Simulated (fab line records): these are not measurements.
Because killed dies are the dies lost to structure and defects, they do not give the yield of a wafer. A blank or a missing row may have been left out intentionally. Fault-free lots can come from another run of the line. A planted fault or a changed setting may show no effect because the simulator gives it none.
fab line records	flow nand_harc	part 2 of 2: steps 5 to 6 of 6
record lots=23	wafers=69	last_day=24
route steps=1159 shown A_STAIRCASE@551
lots that met no fault: taken from a fault-free run of the same line
start_h: start of the lot's first displayed wafer, in hours after the record's first day	wait_h: how many hours have passed since the lot's step before this one	" repeats the value in the row above	L1.1+2: several wafers, shown together as one row	- no value present, or no start provided	* or withheld: withheld	< > ~ a bound
route shown NAME@n: names a module that has steps shown in the file, with the first one's number in the route	usual: the fault-free wafers' mean and standard deviation	same: alike in all rows	chamber/n: place in a boat	sites: readings site by site	_std_site: the standard deviation of these	_edge_site: mean of outer sites minus mean of inner sites	radius_mm: how far each site lies from the wafer's centre	mask NAME#n: copy n	behind: the most recent tool/chamber to have shaped the wafer	hold: reason for holding the lot/hours on hold/outcome of the hold	device: the transistor (n, p or np) that didn't switch	end of line: the route-end tests of the same wafers	a step without rows: its recipe alone	killed: at the first sort, the dies lost to defects and structure; wafer yield is something else	map: a wafer's dies, x killed, . not, _ none there
set.NAME: the setting the step ran with; set.NAME@STEP: the setting that earlier step ran with	model.NAME: the simulator's own value behind a step, which no gauge read
the route's steps for a sample of lots (tables are steps, rows are wafers)
services: from which hour (start_h, from the record's first day; less than 0 if before it) a tool's chamber was out of use, for how many hours, and why
## steps
# step NHARC_A_STAIRCASE_TRIM_220
# recipe time_s=211.2	o2_flow_sccm=500	ar_flow_sccm=0	bias_w=0	chemistry=O2
# usual drypump_motor_current_A=6.1/0.41	oes_product_au=0.994/0.0085	rf_vpp_V=57.6/0.8	showerhead_plenum_p_Torr=3.47/0.097	throttle_valve_pct=17.036/0.0088
# same bias_w=0
lot.wafer	tool	chamber	start_h	wait_h	drypump_motor_current_A	oes_product_au	rf_hours_counter_h	rf_vpp_V	showerhead_plenum_p_Torr	throttle_valve_pct
L074.1	rie_diel-08	3	244.53	0.1	6.4	0.988	44	59.1	3.47	17.036
L074.5	"	2	"	"	6.3	0.990	-	58.2	3.49	17.044
L074.4	"	0	"	"	5.7	0.996	-	58.0	3.50	17.031
L075.4	rie_diel-08	3	262.93	0.1	6.4	0.993	52	58.4	3.47	17.036
L075.2	"	0	"	"	5.7	0.996	53	58.2	3.49	17.013
L075.6	"	2	"	"	6.3	0.975	-	57.7	3.49	17.040
L076.3	rie_diel-08	0	266.27	0.1	5.7	1.000	54	57.8	3.49	17.032
L076.4	"	1	"	"	6.5	1.003	52	57.9	3.36	17.030
L076.5	"	3	"	"	6.4	0.999	-	56.7	3.47	17.035
L077.4	rie_diel-08	2	266.43	0.1	6.3	0.997	52	57.5	3.49	17.047
L077.6	"	2	"	"	6.3	0.991	-	57.3	3.49	17.046
L077.5	"	3	"	"	6.3	1.003	-	57.1	3.47	17.044
L078.1	rie_diel-13	1	266.77	0.1	5.7	0.979	54	57.9	3.78	17.043
L078.2	"	2	"	"	6.4	0.987	58	58.3	3.38	17.041
L078.6	"	2	"	"	6.3	0.994	-	57.9	3.38	17.025
L081.3	rie_diel-09	3	277.76	0.2	5.2	0.999	8	59.2	3.62	17.040
L081.2	"	2	"	"	5.3	0.992	9	57.7	3.66	17.036
L081.5	"	3	"	"	5.3	0.994	-	57.7	3.62	17.055
L080.1	rie_diel-09	0	279.12	0.3	5.8	0.983	8	57.0	3.32	17.028
L080.2	"	2	"	"	5.4	1.004	9	56.8	3.66	17.029
L080.6	"	0	"	"	5.8	0.979	-	57.1	3.32	17.048
L082.1	rie_diel-08	0	285.88	0.1	5.7	0.987	63	58.0	3.49	17.029
L082.3	"	2	"	"	6.3	0.991	61	57.6	3.48	17.017
L082.6	"	3	"	"	6.4	0.994	-	57.4	3.46	17.018
L079.2	rie_diel-08	2	286.46	0.1	6.3	0.987	61	59.4	3.48	17.026
L079.4	"	1	"	"	6.5	0.990	61	56.9	3.36	17.026
L079.6	"	2	"	"	6.3	0.992	-	57.2	3.48	17.033
L083.3	rie_diel-08	1	298.00	0.1	6.4	0.987	64	56.9	3.36	17.030
L083.1	"	2	"	"	6.3	0.980	63	57.9	3.48	17.047
L083.5	"	1	"	"	6.5	0.997	-	55.9	3.36	17.031
L086.4	rie_diel-08	0	315.22	0.1	5.7	0.991	1	57.7	3.49	17.036
L086.2	"	2	"	"	6.3	0.993	1	58.0	3.48	17.044
L086.5	"	0	"	"	5.7	0.985	-	57.5	3.49	17.038
L084.4	rie_diel-08	1	315.63	0.1	6.4	0.992	1	57.9	3.36	17.026
L084.2	"	2	"	"	6.3	0.979	1	56.1	3.48	17.051
L084.1	"	3	"	"	6.4	0.997	1	57.2	3.46	17.026
L087.4	rie_diel-08	3	320.57	0.1	6.3	0.998	4	56.0	3.46	17.037
L087.5	"	0	"	"	5.7	0.989	-	56.9	3.48	17.038
L087.6	"	1	"	"	6.4	0.998	-	58.2	3.35	17.046
L089.1	rie_diel-13	2	327.55	0.1	6.3	1.009	14	57.8	3.37	17.035
L089.5	"	2	"	"	6.3	0.994	-	56.8	3.37	17.030
L089.6	"	3	"	"	5.4	1.001	-	57.8	3.50	17.055
L085.1	rie_diel-08	1	328.47	0.1	6.5	0.997	7	57.1	3.35	17.016
L085.3	"	3	"	"	6.4	0.996	7	57.3	3.45	17.048
L085.5	"	1	"	"	6.5	0.997	-	59.0	3.35	17.035
L088.4	rie_diel-13	1	336.30	0.1	5.7	0.992	19	58.9	3.76	17.043
L088.3	"	3	"	"	5.4	1.007	19	58.1	3.49	17.037
L088.6	"	1	"	"	5.7	0.998	-	57.0	3.76	17.055
L091.3	rie_diel-08	1	337.49	0.1	6.5	1.003	12	57.9	3.35	17.030
L091.5	"	0	"	"	5.6	0.997	-	57.1	3.48	17.026
L091.6	"	1	"	"	6.4	0.999	-	57.2	3.35	17.036
L090.3	rie_diel-08	3	338.51	0.1	6.4	0.993	12	57.7	3.45	17.027
L090.2	"	0	"	"	5.7	0.992	12	57.8	3.48	17.034
L090.1	"	1	"	"	6.5	0.992	12	57.7	3.35	17.042
L093.2	rie_diel-08	3	346.91	0.2	6.4	0.989	15	57.9	3.45	17.026
L093.4	"	2	"	"	6.3	0.982	15	58.0	3.47	17.028
L093.6	"	3	"	"	6.3	0.993	-	58.1	3.45	17.042
L092.3	rie_diel-09	1	347.08	0.1	6.8	0.983	35	58.4	3.50	17.034
L092.4	"	2	"	"	5.4	1.013	36	57.2	3.64	17.026
L092.1	"	3	"	"	5.3	1.005	33	57.4	3.60	17.042
L096.1	rie_diel-08	0	369.14	0.2	5.7	0.992	21	58.2	3.47	17.032
L096.3	"	1	"	"	6.4	1.006	21	56.3	3.35	17.040
L096.5	"	0	"	"	5.7	0.996	-	57.8	3.47	17.035
L095.2	rie_diel-08	1	371.68	0.1	6.5	0.997	23	56.9	3.34	17.039
L095.4	"	3	"	"	6.4	0.994	23	58.0	3.45	17.036
L095.6	"	1	"	"	6.5	1.008	-	57.4	3.34	17.043
L097.2	rie_diel-08	2	390.64	0.1	6.3	0.998	29	57.5	3.47	17.025
L097.3	"	3	"	"	6.4	0.999	29	57.1	3.44	17.043
L097.1	"	0	"	"	5.7	0.995	27	59.0	3.47	17.051
# step NHARC_A_STAIRCASE_ETCH_227
# recipe target_depth_a=1000	time_s=40.5	ion_energy_ev=400	c4f8_flow_sccm=20	o2_flow_sccm=10	ar_flow_sccm=withheld	rf_w=600	bias_w=1000	chemistry=C4F8/O2
# usual bias_w=1000/3.2	oes_product_au=0.937/0.012	rf_vpp_V=894/3.6
lot.wafer	tool	chamber	start_h	wait_h	bias_w	oes_product_au	rf_hours_counter_h	rf_vpp_V
L074.1	rie_diel-08	2	-	-	996	0.928	44	895
L074.5	"	2	"	"	1002	0.932	-	894
L074.4	"	3	"	"	1001	0.932	-	894
L075.2	rie_diel-08	1	-	-	1001	0.949	51	889
L075.4	"	3	"	"	1002	0.941	52	893
L075.6	"	2	"	"	999	0.950	-	895
L078.1	rie_diel-13	1	-	-	998	0.918	55	904
L078.2	"	2	"	"	996	0.927	59	890
L078.6	"	1	"	"	1000	0.924	-	905
L076.4	rie_diel-08	3	-	-	998	0.932	56	894
L076.3	"	0	"	"	999	0.930	57	895
L076.5	"	2	"	"	1008	0.926	-	896
L077.4	rie_diel-08	2	-	-	996	0.924	54	894
L077.5	"	2	"	"	992	0.941	-	895
L077.6	"	3	"	"	1000	0.935	-	894
L081.3	rie_diel-09	3	-	-	998	0.945	8	899
L081.2	"	1	"	"	1001	0.930	10	896
L081.5	"	3	"	"	1005	0.939	-	899
L080.1	rie_diel-09	1	-	-	998	0.931	10	894
L080.2	"	2	"	"	1001	0.954	10	901
L080.6	"	0	"	"	1004	0.925	-	889
L082.1	rie_diel-08	3	-	-	1000	0.950	63	894
L082.3	"	0	"	"	1004	0.942	63	895
L082.6	"	2	"	"	999	0.935	-	895
L079.4	rie_diel-08	2	-	-	998	0.934	62	894
L079.2	"	0	"	"	999	0.957	64	894
L079.6	"	1	"	"	999	0.930	-	890
L083.1	rie_diel-08	0	-	-	998	0.952	66	895
L083.3	"	1	"	"	1004	0.954	64	889
L083.5	"	0	"	"	1000	0.955	-	893
L086.4	rie_diel-08	3	-	-	998	0.935	1	894
L086.2	"	0	"	"	1001	0.929	1	893
L086.5	"	1	"	"	1002	0.936	-	889
L084.2	rie_diel-08	2	-	-	1002	0.918	2	894
L084.1	"	3	"	"	996	0.938	2	893
L084.4	"	0	"	"	997	0.934	2	893
L087.4	rie_diel-08	1	-	-	999	0.965	4	889
L087.5	"	1	"	"	1003	0.958	-	890
L087.6	"	2	"	"	1002	0.945	-	895
L085.1	rie_diel-08	0	-	-	1003	0.923	9	894
L085.3	"	2	"	"	1000	0.921	9	893
L085.5	"	0	"	"	1005	0.915	-	894
L089.1	rie_diel-13	2	-	-	1004	0.949	16	891
L089.5	"	3	"	"	1005	0.959	-	894
L089.6	"	0	"	"	999	0.936	-	898
L088.4	rie_diel-13	1	-	-	1002	0.936	20	906
L088.3	"	3	"	"	1005	0.928	20	895
L088.6	"	2	"	"	997	0.928	-	890
L091.3	rie_diel-08	2	-	-	999	0.933	12	894
L091.6	"	3	"	"	1001	0.937	-	892
L091.5	"	0	"	"	1001	0.928	-	895
L090.1	rie_diel-08	3	-	-	997	0.936	13	894
L090.3	"	1	"	"	995	0.939	12	890
L090.2	"	2	"	"	999	0.934	13	894
L093.4	rie_diel-08	3	-	-	1003	0.940	15	893
L093.2	"	1	"	"	1001	0.932	16	889
L093.6	"	3	"	"	1006	0.924	-	893
L092.3	rie_diel-09	3	-	-	1001	0.948	35	899
L092.1	"	1	"	"	1002	0.933	37	894
L092.4	"	2	"	"	1005	0.958	38	900
L096.3	rie_diel-08	2	-	-	999	0.945	23	893
L096.1	"	1	"	"	991	0.930	22	890
L096.5	"	3	"	"	1004	0.939	-	892
L095.4	rie_diel-08	1	-	-	1000	0.958	23	890
L095.2	"	2	"	"	997	0.957	24	894
L095.6	"	0	"	"	1000	0.916	-	892
L097.3	rie_diel-08	2	-	-	1002	0.947	29	894
L097.1	"	3	"	"	992	0.950	29	894
L097.2	"	0	"	"	1000	0.935	27	896
## services
tool	chamber	start_h	hours	kind
rie_diel-13	1	232.74	8.7	repair
rie_diel-08	0	233.20	-	clean
rie_diel-08	1	233.20	-	clean
rie_diel-08	2	233.20	-	clean
rie_diel-08	3	233.20	-	clean
rie_diel-09	-	238.48	0.9	repair
rie_diel-08	1	243.07	5.1	repair
rie_diel-09	-	254.16	9.0	pm
rie_diel-08	0	257.78	-	clean
rie_diel-08	1	257.78	-	clean
rie_diel-08	2	257.78	-	clean
rie_diel-08	3	257.78	-	clean
rie_diel-13	0	261.74	9.7	repair
rie_diel-08	-	272.88	0.7	repair
rie_diel-08	0	275.11	3.0	repair
rie_diel-13	-	276.05	9.0	pm
rie_diel-09	3	280.83	3.4	repair
rie_diel-08	0	282.28	-	clean
rie_diel-08	1	282.28	-	clean
rie_diel-08	2	282.28	-	clean
rie_diel-08	3	282.28	-	clean
rie_diel-13	-	296.68	1.2	repair
rie_diel-08	-	302.89	9.0	pm
rie_diel-09	0	305.02	1.4	repair
